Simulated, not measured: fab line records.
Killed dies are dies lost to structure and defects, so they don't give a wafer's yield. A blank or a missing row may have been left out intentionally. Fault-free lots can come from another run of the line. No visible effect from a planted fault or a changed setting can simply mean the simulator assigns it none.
fab line records / flow n5-finfet
[record] lots = 4 wafers = 12 last-day = 16
route steps=1938 shown BEOL_M5@1183 BEOL_M6@1194 PASSIVATION@1936
lots with no fault: from the same line, run without faults
start-h: start of the lot's first displayed wafer, in hours after the record's first day / wait-h: hours elapsed since this lot's preceding step / " identical to the entry in the row above / L1.1+2: one row covering several wafers at once / - no value present, or no start provided / * or withheld: withheld / < > ~ a bound
route shown NAME@n: NAME is a module with steps in the file, n the number in the route of the first one / usual: mean/standard deviation taken from wafers without a fault / same: alike in all rows / chamber/n: place in a boat / sites: each site's reading / _std_site: how widely they spread, as a standard deviation / _edge_site: mean of outer sites minus mean of inner sites / radius-mm: how far each site lies from the wafer's centre / mask NAME#n: copy n / behind: the last tool/chamber to shape the wafer / hold: the reason the lot was held/the length of the hold in hours/how it ended / device: which transistor (n, p or np) failed to switch / end of line: the route-end tests of the same wafers / for a step that has no rows: nothing shown but its recipe / killed: at the first sort, the dies lost to defects and structure; wafer yield is something else / map: a wafer's dies, marking killed ones x, the rest . and places with no die _
set.NAME: the setting as run; set.NAME@STEP: as run at that earlier step / model.NAME: the simulator's own value behind a step, which no gauge read
lots seen at some steps along the route; tables by step, rows by wafer
services: the hour from which a tool's chamber was out of use, counted from the record's first day as start-h (under 0 if before that day), plus the number of hours and why
[[steps]]
[step N5_BEOL_M5_SPUTTER_90]
[recipe] material = Cu target-thk-a = 45 temp-c = -20 chamber-pressure-pa = 0.07 power-w = withheld time-s = 8.29
[step N5_BEOL_M5_ECD_50]
[recipe] material = Cu target-thk-a = 3000
[step N5_BEOL_M5_ANNEAL_51]
[recipe] temp-c = 225 time-s = 90 ambient = N2
[step N5_BEOL_M5_CMP_52]
[recipe] stop-on = SiCOH_lowk t-overpolish-s = 6.9 down-force-psi = 1 platen-rpm = 50 clearing-platen-down-force-psi = 1.5 clearing-platen-rpm = 50 post-cmp-clean = cu-alkaline target-thk-nm = 62 clearing-platen-pad-velocity-m-s = 0.99484 pad-velocity-m-s = 0.99484
[step N5_BEOL_M5_PRE_CLEAN_77]
[recipe] gas = NH3/H2 time-s = 15 temp-c = * rf-power-w = 300
[step N5_BEOL_M5_CO_CAP_78]
[recipe] material = Co target-thk-a = 20 temp-c = 200 precursor = CCTBA/H2 pressure-torr = 30 time-s = 102.1
[step N5_BEOL_M5_PRE_CLEAN_55]
[recipe] gas = NH3 time-s = 15 temp-c = withheld rf-power-w = 300
[step N5_BEOL_M5_DEP_56]
[recipe] material = SiCN target-thk-a = 80 temp-c = withheld precursor = 3MS/NH3 pressure-torr = 3 rf-w = 202 time-s = 14
[step N5_BEOL_M6_ILD_DEP_00]
[recipe] material = SiCOH_lowk target-thk-a = 1797.5 temp-c = 300 precursor = DEMS/porogen pressure-torr = 5 rf-w = 500 time-s = 33.4
[step N5_BEOL_M6_CURE_74]
[recipe] temp-c = 385 time-s = 240 ambient = He/Ar material = SiCOH_lowk
[usual] lamp-power-pct = 52.32/0.057 run-length-s = 286.5/0.67 wafer_temp_C_max = 386.8/0.73
lot.wafer=L542.2 tool=uv-cure-02 chamber=2 start-h=220.12 wait-h=0.1 lamp-power-pct=- run-length-s=- wafer_temp_C_max=- model.SiCOH_lowk_of_BEOL_M6_ILD_DEP_00.thk-nm=176.2
lot.wafer=L542.3 tool=uv-cure-02 chamber=2 start-h=220.12 wait-h=0.1 lamp-power-pct=- run-length-s=- wafer_temp_C_max=- model.SiCOH_lowk_of_BEOL_M6_ILD_DEP_00.thk-nm=179.4
lot.wafer=L542.5 tool=uv-cure-02 chamber=2 start-h=220.12 wait-h=0.1 lamp-power-pct=- run-length-s=- wafer_temp_C_max=- model.SiCOH_lowk_of_BEOL_M6_ILD_DEP_00.thk-nm=180.4
lot.wafer=L543.2 tool=uv-cure-03 chamber=1 start-h=221.29 wait-h=0.1 lamp-power-pct=- run-length-s=- wafer_temp_C_max=- model.SiCOH_lowk_of_BEOL_M6_ILD_DEP_00.thk-nm=178.8
lot.wafer=L543.3 tool=uv-cure-03 chamber=1 start-h=221.29 wait-h=0.1 lamp-power-pct=- run-length-s=- wafer_temp_C_max=- model.SiCOH_lowk_of_BEOL_M6_ILD_DEP_00.thk-nm=178.8
lot.wafer=L543.5 tool=uv-cure-03 chamber=1 start-h=221.29 wait-h=0.1 lamp-power-pct=- run-length-s=- wafer_temp_C_max=- model.SiCOH_lowk_of_BEOL_M6_ILD_DEP_00.thk-nm=181.2
lot.wafer=L545.1 tool=uv-cure-03 chamber=1 start-h=231.12 wait-h=0.1 lamp-power-pct=52.28 run-length-s=286.6 wafer_temp_C_max=386.0 model.SiCOH_lowk_of_BEOL_M6_ILD_DEP_00.thk-nm=156
lot.wafer=L545.2 tool=uv-cure-03 chamber=1 start-h=231.12 wait-h=0.1 lamp-power-pct=52.24 run-length-s=286.5 wafer_temp_C_max=386.5 model.SiCOH_lowk_of_BEOL_M6_ILD_DEP_00.thk-nm=154.6
lot.wafer=L545.4 tool=uv-cure-03 chamber=1 start-h=231.12 wait-h=0.1 lamp-power-pct=52.29 run-length-s=286.5 wafer_temp_C_max=386.3 model.SiCOH_lowk_of_BEOL_M6_ILD_DEP_00.thk-nm=155.8
lot.wafer=L555.1 tool=uv-cure-03 chamber=1 start-h=299.33 wait-h=0.0 lamp-power-pct=52.30 run-length-s=286.4 wafer_temp_C_max=385.7 model.SiCOH_lowk_of_BEOL_M6_ILD_DEP_00.thk-nm=152
lot.wafer=L555.5 tool=uv-cure-03 chamber=1 start-h=299.33 wait-h=0.0 lamp-power-pct=52.35 run-length-s=287.5 wafer_temp_C_max=386.1 model.SiCOH_lowk_of_BEOL_M6_ILD_DEP_00.thk-nm=154.6
lot.wafer=L555.6 tool=uv-cure-03 chamber=1 start-h=299.33 wait-h=0.0 lamp-power-pct=52.31 run-length-s=286.6 wafer_temp_C_max=386.3 model.SiCOH_lowk_of_BEOL_M6_ILD_DEP_00.thk-nm=155.8
[step N5_BEOL_M6_THK_MEAS_01]
[recipe] reads = SiCOH_lowk_of_BEOL_M6_ILD_DEP_00
[usual] M6_ILD_THK = 154.8/1.8
lot.wafer=L542.2 tool=film-metro-01 chamber=- start-h=220.56 wait-h=0.4 M6_ILD_THK[nm]=176.1
lot.wafer=L542.3 tool=film-metro-01 chamber=- start-h=220.56 wait-h=0.4 M6_ILD_THK[nm]=179.5
lot.wafer=L542.5 tool=film-metro-01 chamber=- start-h=220.56 wait-h=0.4 M6_ILD_THK[nm]=180.2
lot.wafer=L543.2 tool=film-metro-02 chamber=- start-h=221.73 wait-h=0.4 M6_ILD_THK[nm]=178.8
lot.wafer=L543.3 tool=film-metro-02 chamber=- start-h=221.73 wait-h=0.4 M6_ILD_THK[nm]=178.8
lot.wafer=L543.5 tool=film-metro-02 chamber=- start-h=221.73 wait-h=0.4 M6_ILD_THK[nm]=181.3
lot.wafer=L545.1 tool=film-metro-01 chamber=- start-h=231.63 wait-h=0.4 M6_ILD_THK[nm]=156.1
lot.wafer=L545.2 tool=film-metro-01 chamber=- start-h=231.63 wait-h=0.4 M6_ILD_THK[nm]=154.5
lot.wafer=L545.4 tool=film-metro-01 chamber=- start-h=231.63 wait-h=0.4 M6_ILD_THK[nm]=155.7
lot.wafer=L555.1 tool=film-metro-01 chamber=- start-h=299.85 wait-h=0.4 M6_ILD_THK[nm]=152.1
lot.wafer=L555.5 tool=film-metro-01 chamber=- start-h=299.85 wait-h=0.4 M6_ILD_THK[nm]=154.6
lot.wafer=L555.6 tool=film-metro-01 chamber=- start-h=299.85 wait-h=0.4 M6_ILD_THK[nm]=155.9
[step N5_BEOL_M6_PECVD_70]
[recipe] material = SiO2 target-thk-a = 200 temp-c = 400 precursor = TEOS/O2 pressure-torr = 5.5 rf-w = 450 teos-flow-sccm = 53.8 gas = O2 flow-sccm = 3000 time-s = 22.7
[step N5_BEOL_M6_HM_DEP_02]
[recipe] material = TiN target-thk-a = 200 temp-c = 25 chamber-pressure-pa = 0.49996
[step N5_BEOL_M6_COAT_59]
[recipe] resist = SOC temp-c = 250 time-s = 60 spin-rpm = 1500 resist-thk-nm = 100
[step N5_BEOL_M6_COAT_60]
[recipe] resist = SiARC temp-c = 220 time-s = 60 spin-rpm = 1500 resist-thk-nm = 35
[step N5_BEOL_M6_COAT_05]
[recipe] resist = CAR-ArF spin-rpm = 1500 resist-thk-nm = 90
[step N5_BEOL_M6_EBR_07]
[recipe] solvent = PGMEA ebr-width-mm = 1.5
[step N5_BEOL_M6_SOFTBAKE_06]
[recipe] temp-c = 110 time-s = 60 resist = CAR-ArF
[step N5_BEOL_M6_EXPOSE_08]
[recipe] mask-id = M6 na = 1.35 source-shape = dipole sigma-inner = 0.817 sigma-outer = 0.97 polarization = te dose-mj = 68.25
[step N5_BEOL_M6_PEB_09]
[recipe] peb-temp-c = withheld peb-time-s = 60 resist = CAR-ArF
[step N5_BEOL_M6_DEVELOP_10]
[recipe] develop-time-s = 30 developer = TMAH resist = CAR-ArF rinse-liquid = diw dry = air-spin dev-temp-c = 23
[step N5_BEOL_M6_DESCUM_16]
[recipe] chemistry = O2 time-s = 7.9 source-power-w = 50 bias-power-w = 20 pressure-mtorr = 20 rf-frequency-hz = 2.712e+07 temp-c = 40 resist = CAR-ArF o2-flow-sccm = 225
[step N5_BEOL_M6_ETCH_61]
[recipe] chemistry = CF4 target = SiARC target-depth-a = 455 mask-material = CAR-ArF time-s = 75.8 ion-energy-ev = 80 pressure-mtorr = 40 source-w = 545 bias-w = 36 Ar_flow_sccm = 100 cf4-flow-sccm = 100 ends = cleared
[step N5_BEOL_M6_ETCH_62]
[recipe] chemistry = N2/H2 target = SOC target-depth-a = 1100 overetch-a = 220 mask-material = SiARC temp-c = 40 time-s = 165 ion-energy-ev = 200 pressure-mtorr = 30 source-w = 840 bias-w = 150 n2-flow-sccm = 200 h2-flow-sccm = 200
[step N5_BEOL_M6_STRIP_68]
[recipe] chemistry = N2/H2 temp-c = 40 n2-flow-sccm = 200 h2-flow-sccm = 200 rf-frequency-hz = 6e+07
[step N5_BEOL_M6_STRIP_67]
[recipe] chemistry = CF4 resist = SiARC power-w = 300 bias-power-w = 75 pressure-mtorr = 50 cf4-flow-sccm = 150 rf-frequency-hz = 6e+07
[step N5_BEOL_M6_HM_OPEN_17]
[recipe] chemistry = Cl2/BCl3 target-depth-a = 200 overetch-a = 60 target = TiN mask-material = SOC ion-energy-ev = 150 pressure-mtorr = 10 icp-w = 1000 bias-w = 126 Cl2_flow_sccm = 53.25 bcl3-flow-sccm = 21.75 Ar_flow_sccm = 25
[step N5_BEOL_M6_STRIP_19]
[recipe] chemistry = O2 power-w = 400 temp-c = 40 pressure-mtorr = 30 rf-frequency-hz = 6e+07 bias-power-w = 0 overash-fraction = 0.2 o2-flow-sccm = 225
[step N5_BEOL_M6_COAT_63]
[recipe] resist = SOC temp-c = 250 time-s = 60 spin-rpm = 1500 resist-thk-nm = 60
[step N5_BEOL_M6_COAT_64]
[recipe] resist = SiARC temp-c = 220 time-s = 60 spin-rpm = 1500 resist-thk-nm = 12
[step N5_BEOL_M6_COAT_71]
[recipe] resist = underlayer temp-c = 205 time-s = 60 spin-rpm = 1500 resist-thk-nm = 5
[step N5_BEOL_M6_COAT_22]
[recipe] resist = CAR-EUV spin-rpm = 1500 resist-thk-nm = 30
[step N5_BEOL_M6_EBR_24]
[recipe] solvent = PGMEA ebr-width-mm = 1.5
[step N5_BEOL_M6_SOFTBAKE_23]
[recipe] temp-c = 110 time-s = 60 resist = CAR-EUV
[step N5_BEOL_M6_EXPOSE_25]
[recipe] mask-id = V5 na = 0.33 source-shape = annular sigma-inner = 0.4 sigma-outer = 0.8 polarization = unpolarized target-cd-nm = 40 dose-mj = 45
[step N5_BEOL_M6_CMP_52]
[recipe] stop-on = SiCOH_lowk t-overpolish-s = 6.9 down-force-psi = 1 platen-rpm = 50 clearing-platen-down-force-psi = 1.5 clearing-platen-rpm = 50 post-cmp-clean = cu-alkaline target-thk-nm = 80 clearing-platen-pad-velocity-m-s = 0.99484 pad-velocity-m-s = 0.99484
[usual] motor-current-A = 6.3/0.72
lot.wafer=L542.3 tool=cmp-04 chamber=2 start-h=227.03 wait-h=0.4 motor-current-A=6.8 model.SiCOH_lowk_of_BEOL_M6_ILD_DEP_00.thk-nm=176.4
lot.wafer=L542.2 tool=cmp-04 chamber=3 start-h=227.03 wait-h=0.4 motor-current-A=6.0 model.SiCOH_lowk_of_BEOL_M6_ILD_DEP_00.thk-nm=173.2
lot.wafer=L542.5 tool=cmp-04 chamber=1 start-h=227.03 wait-h=0.4 motor-current-A=7.8 model.SiCOH_lowk_of_BEOL_M6_ILD_DEP_00.thk-nm=177.4
lot.wafer=L543.2 tool=cmp-01 chamber=0 start-h=230.59 wait-h=0.3 motor-current-A=6.3 model.SiCOH_lowk_of_BEOL_M6_ILD_DEP_00.thk-nm=175.8
lot.wafer=L543.3 tool=cmp-01 chamber=2 start-h=230.59 wait-h=0.3 motor-current-A=5.2 model.SiCOH_lowk_of_BEOL_M6_ILD_DEP_00.thk-nm=175.8
lot.wafer=L543.5 tool=cmp-01 chamber=0 start-h=230.59 wait-h=0.3 motor-current-A=6.1 model.SiCOH_lowk_of_BEOL_M6_ILD_DEP_00.thk-nm=178.2
lot.wafer=L545.4 tool=cmp-01 chamber=0 start-h=238.96 wait-h=0.1 motor-current-A=6.3 model.SiCOH_lowk_of_BEOL_M6_ILD_DEP_00.thk-nm=152.8
lot.wafer=L545.2 tool=cmp-01 chamber=1 start-h=238.96 wait-h=0.1 motor-current-A=5.9 model.SiCOH_lowk_of_BEOL_M6_ILD_DEP_00.thk-nm=151.6
lot.wafer=L545.1 tool=cmp-01 chamber=3 start-h=238.96 wait-h=0.1 motor-current-A=6.1 model.SiCOH_lowk_of_BEOL_M6_ILD_DEP_00.thk-nm=153
lot.wafer=L555.1 tool=cmp-04 chamber=1 start-h=309.33 wait-h=0.4 motor-current-A=7.7 model.SiCOH_lowk_of_BEOL_M6_ILD_DEP_00.thk-nm=149
lot.wafer=L555.6 tool=cmp-04 chamber=2 start-h=309.33 wait-h=0.4 motor-current-A=6.8 model.SiCOH_lowk_of_BEOL_M6_ILD_DEP_00.thk-nm=152.8
lot.wafer=L555.5 tool=cmp-04 chamber=3 start-h=309.33 wait-h=0.4 motor-current-A=6.2 model.SiCOH_lowk_of_BEOL_M6_ILD_DEP_00.thk-nm=151.6
[step N5_PASSIVATION_PROBE_49]
[usual] defect-limited-yield = 91.1/1.3 killed_at_M0_to_M3 = 36/10 killed_at_M4_up = 14/4.4 killed-at-contacts = 14/5.7 killed-at-front-end = 39/9.4 killed-at-other = 2.9/2.6 killed-dies = 105/15 killed-open = 70/12 killed-short = 34/7.1 sort_bin_5_function = 5.3/0.77 sort_bin_6_memory = 3.3/0.66 sort-n-pass = 1075/15 sort-yield-pct = 91.1/1.3
[same] gross-dies = 1180 killed-at-back-side = 0 sort_bin_4_leakage[%] = 0 sort_bin_8_speed[%] = 0
lot.wafer=L545.2 tool=prober-02 chamber=- start-h=318.56 wait-h=0.1 defect-limited-yield[%]=90.5 killed_at_M0_to_M3=36 killed_at_M4_up=18 killed-at-contacts=12 killed-at-front-end=45 killed-at-other=1 killed-dies=112 killed-open=76 killed-short=35 sort_bin_5_function[%]=5.3 sort_bin_6_memory[%]=3.8 sort-n-pass=1068 sort-yield-pct[%]=90.5
lot.wafer=L545.4 tool=prober-02 chamber=- start-h=318.66 wait-h=0.2 defect-limited-yield[%]=92.6 killed_at_M0_to_M3=32 killed_at_M4_up=16 killed-at-contacts=9 killed-at-front-end=29 killed-at-other=1 killed-dies=87 killed-open=54 killed-short=30 sort_bin_5_function[%]=4.7 sort_bin_6_memory[%]=2.4 sort-n-pass=1093 sort-yield-pct[%]=92.6
lot.wafer=L555.1 tool=prober-02 chamber=- start-h=390.17 wait-h=0.0 defect-limited-yield[%]=90.5 killed_at_M0_to_M3=36 killed_at_M4_up=17 killed-at-contacts=18 killed-at-front-end=41 killed-at-other=0 killed-dies=112 killed-open=71 killed-short=38 sort_bin_5_function[%]=5.8 sort_bin_6_memory[%]=3.4 sort-n-pass=1068 sort-yield-pct[%]=90.5
lot.wafer=L555.6 tool=prober-02 chamber=- start-h=390.42 wait-h=0.3 defect-limited-yield[%]=90.5 killed_at_M0_to_M3=55 killed_at_M4_up=11 killed-at-contacts=15 killed-at-front-end=31 killed-at-other=0 killed-dies=112 killed-open=75 killed-short=36 sort_bin_5_function[%]=5.4 sort_bin_6_memory[%]=3.6 sort-n-pass=1068 sort-yield-pct[%]=90.5
// killed by level:class
L545.2 FIN_SAQP:geometric-particle:open=16 BEOL_M0_SAQP:geometric-particle:short=8 BEOL_M0_SAQP:geometric-particle:open=8 STI_FIN_REVEAL:geometric-particle:open=7 MOL_CONTACT_COAG:geometric-particle:open=7 BEOL_M2:geometric-particle:open=7 BEOL_M4:geometric-particle:open=7 MOL_CONTACT_COAG:geometric-particle:short=5
L545.4 STI_FIN_REVEAL:geometric-particle:open=9 BEOL_M0_SAQP:geometric-particle:open=8 MOL_CONTACT_COAG:geometric-particle:open=7 BEOL_M2:geometric-particle:open=7 BEOL_M4:geometric-particle:open=6 BEOL_M3:geometric-particle:short=6 FIN_SAQP:geometric-particle:short=4 BEOL_M1:geometric-particle:open=4
L555.1 MOL_CONTACT_COAG:geometric-particle:open=15 BEOL_M0_SAQP:geometric-particle:short=11 BEOL_M0_SAQP:geometric-particle:open=11 FIN_SAQP:geometric-particle:open=9 BEOL_M4:geometric-particle:open=9 FIN_SAQP:geometric-particle:short=7 BEOL_M2:geometric-particle:open=5 ILD0:geometric-particle:open=4
L555.6 BEOL_M0_SAQP:geometric-particle:open=16 MOL_CONTACT_COAG:geometric-particle:open=12 BEOL_M0:geometric-particle:open=10 BEOL_M0_SAQP:geometric-particle:short=9 FIN_SAQP:geometric-particle:open=7 BEOL_M2:geometric-particle:open=7 GATE_CUT:geometric-particle:short=6 FIN_SAQP:geometric-particle:short=5
[[services]]
tool=cmp-04 chamber=- start-h=265.89 hours=4.0 kind=pm
tool=cmp-04 chamber=- start-h=269.89 hours=- kind=consumable-replace:conditioner
tool=cmp-04 chamber=- start-h=269.89 hours=- kind=consumable-replace:pad
tool=cmp-04 chamber=- start-h=288.90 hours=1.0 kind=repair
tool=cmp-01 chamber=- start-h=304.58 hours=3.6 kind=pm
tool=cmp-01 chamber=- start-h=308.18 hours=7.7 kind=pm
[[key]]
[first-sign] step = N5_BEOL_M6_CURE_74 reading = tool-record direction = missing
[effect] step = N5_BEOL_M6_THK_MEAS_01 reading = M6_ILD_THK direction = up sigmas = 13 usual = 154.8 struck = 179.1
[model-effect] step = N5_BEOL_M6_CURE_74 value = SiCOH_lowk_of_BEOL_M6_ILD_DEP_00.thk-nm without = 154.5 struck = 179.1
[model-effect] step = N5_BEOL_M6_CMP_52 value = SiCOH_lowk_of_BEOL_M6_ILD_DEP_00.thk-nm without = 151.5 struck = 176.1
met-at N5_BEOL_M6_CURE_74
struck-wafers L542.2,L542.3,L542.5,L543.2,L543.3,L543.5
[fault] kind = skipped-step-whole tool = uv-cure-02,uv-cure-03 chamber = - onset-h = 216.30 steps = N5_BEOL_M6_CURE_74 scope = struck-lots-only
